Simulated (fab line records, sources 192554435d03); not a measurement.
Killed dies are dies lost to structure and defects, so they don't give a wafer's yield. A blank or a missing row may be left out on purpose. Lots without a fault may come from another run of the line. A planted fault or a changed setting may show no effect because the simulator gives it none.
Which tool did it? | flow n5_finfet | 6 lots, 18 wafers sampled, at 4 steps of a route of 1938

WHAT THE GAUGES READ, wafer by wafer
N5_PASSIVATION_OVL_MEAS_66.
lot  | measured     | on         | PASS_OPEN_OVL (nm)
L135 | day 14 06:25 | overlay-01 | -7 -3 -1
L136 | day 14 11:41 | overlay-01 | -2 -2 -7
L140 | day 15 06:56 | overlay-01 | 3 0 -4
L148 | day 17 02:44 | overlay-01 | -6 -4 -8
L153 | day 19 03:04 | overlay-02 | -5 -6 -1
L156 | day 19 15:37 | overlay-01 | -1 -7 2

WHICH TOOL RAN EACH LOT (tool, then ch and the chambers of the sampled wafers, then the start)
lot  | N5_BEOL_M8_HM_STRIP_39              | N5_PASSIVATION_ETCH_15                        | N5_PASSIVATION_SPUTTER_20
L135 | wet_bench-01 ch 1,3,7, day 11 06:19 | rie_diel-06 ch 0,1,3, day 14 03:56 or earlier | pvd_sputter-03, day 14 03:56
L136 | wet_bench-03 ch 1,6,7, day 11 16:04 | rie_diel-06 ch 0,1,3, day 14 08:58 or earlier | pvd_sputter-02, day 14 08:58
L140 | wet_bench-02 ch 1,4,5, day 12 14:19 | rie_diel-04 ch 0,1,2, day 15 04:25 or earlier | pvd_sputter-02, day 15 04:25
L148 | wet_bench-01 ch 0,3,5, day 14 00:52 | rie_diel-04 ch 1,2,3, day 16 23:30 or earlier | pvd_sputter-01, day 16 23:30
L153 | wet_bench-03 ch 2,3,7, day 16 02:10 | rie_diel-06 ch 1,2,3, day 19 00:35 or earlier | pvd_sputter-03, day 19 00:35
L156 | wet_bench-03 ch 1,6,7, day 16 23:02 | rie_diel-04 ch 0,3, day 19 12:50 or earlier   | pvd_sputter-02, day 19 12:50
- N5_BEOL_M8_HM_STRIP_39: strips TiN in peroxide tin strip, target depth 25 nm, time 158 s.
- N5_PASSIVATION_ETCH_15: etches SiCN in CF4/N2, target depth 75 nm, time 81.2 s.
- N5_PASSIVATION_SPUTTER_20: material TaN, target thk 50 nm.

THE ANSWER, worked out from the rows above alone
Rule: what is usual is taken from the lots themselves. Put in order of their means at a reading, lots are off if they are a third of the lots or fewer, leave a main group of 4 or more, and stand apart from it by a gap of 3 or more times the standard deviation of the main group's means; of several such gaps the widest counts. A main group whose means are all the same, to the digits that the tables above print for the reading, isn't used. A lot without any number at a reading at which 4 lots or more have one is off too. The other lots that the step has rows for count as sound.
No lot is off at any reading shown: from this, nothing can be told.

WHAT THE SIMULATOR HAD PUT IN
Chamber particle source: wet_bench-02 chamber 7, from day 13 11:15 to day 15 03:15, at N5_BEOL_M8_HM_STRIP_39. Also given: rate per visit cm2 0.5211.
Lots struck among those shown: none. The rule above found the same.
